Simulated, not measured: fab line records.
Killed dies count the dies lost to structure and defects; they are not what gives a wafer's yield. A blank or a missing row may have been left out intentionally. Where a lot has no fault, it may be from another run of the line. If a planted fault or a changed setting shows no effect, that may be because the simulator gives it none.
Chamber matching || flow nand harc || NHARC_P_BONDPAD_STRIP_15 on rie diel-03: 4 sister chambers
The step strips in O2. 8 wafers are shown with their chamber, then 8 later ones without.

WAFERS PAIRED WITH THEIR CHAMBERS
{"wafer": "L253.2", "chamber": 3, "showerhead plenum p Torr (Torr)": 3.79, "oes product au (a.u.)": 0.982}
{"wafer": "L253.5", "chamber": 1, "showerhead plenum p Torr (Torr)": 3.51, "oes product au (a.u.)": 1.006}
{"wafer": "L255.1", "chamber": 1, "showerhead plenum p Torr (Torr)": 3.51, "oes product au (a.u.)": 1.012}
{"wafer": "L255.6", "chamber": 2, "showerhead plenum p Torr (Torr)": 3.45, "oes product au (a.u.)": 0.995}
{"wafer": "L256.1", "chamber": 3, "showerhead plenum p Torr (Torr)": 3.79, "oes product au (a.u.)": 0.993}
{"wafer": "L256.3", "chamber": 2, "showerhead plenum p Torr (Torr)": 3.44, "oes product au (a.u.)": 0.997}
{"wafer": "L256.5", "chamber": 0, "showerhead plenum p Torr (Torr)": 3.37, "oes product au (a.u.)": 1.000}
{"wafer": "L257.2", "chamber": 0, "showerhead plenum p Torr (Torr)": 3.37, "oes product au (a.u.)": 0.993}

WAFERS WITHOUT THEIR CHAMBER
{"wafer": "L257.3", "showerhead plenum p Torr (Torr)": 3.51, "oes product au (a.u.)": 1.008}
{"wafer": "L257.6", "showerhead plenum p Torr (Torr)": 3.51, "oes product au (a.u.)": 1.014}
{"wafer": "L271.2", "showerhead plenum p Torr (Torr)": 3.44, "oes product au (a.u.)": 0.979}
{"wafer": "L271.3", "showerhead plenum p Torr (Torr)": 3.50, "oes product au (a.u.)": 0.997}
{"wafer": "L271.6", "showerhead plenum p Torr (Torr)": 3.79, "oes product au (a.u.)": 0.981}
{"wafer": "L272.3", "showerhead plenum p Torr (Torr)": 3.44, "oes product au (a.u.)": 0.993}
{"wafer": "L272.5", "showerhead plenum p Torr (Torr)": 3.50, "oes product au (a.u.)": 0.990}
{"wafer": "L272.6", "showerhead plenum p Torr (Torr)": 3.44, "oes product au (a.u.)": 0.995}

EACH ONE'S CHAMBER
{"wafer": "L257.3", "from the rows above": 1, "in truth": 1}
{"wafer": "L257.6", "from the rows above": 1, "in truth": 1}
{"wafer": "L271.2", "from the rows above": 2, "in truth": 2}
{"wafer": "L271.3", "from the rows above": 1, "in truth": 1}
{"wafer": "L271.6", "from the rows above": 3, "in truth": 3}
{"wafer": "L272.3", "from the rows above": 2, "in truth": 2}
{"wafer": "L272.5", "from the rows above": 1, "in truth": 1}
{"wafer": "L272.6", "from the rows above": 2, "in truth": 2}
Placed correctly: 8 of 8. Can't be placed from these rows: 0. Wrongly placed: 0.
How it was worked out, from the rows above alone: a wafer's distance from a chamber is the root of the sum, over the readings, of the square of ((its reading less the chamber's mean) divided by the reading's scatter). If the next closest chamber is less than 2 further off than the closest, the wafer can't be placed; otherwise it belongs to the closest. Each chamber's mean is taken over the wafers shown for it. The scatter: the root of (the sum of the squares of (reading less its chamber's mean) over the shown wafers, divided by (wafers less chambers)).
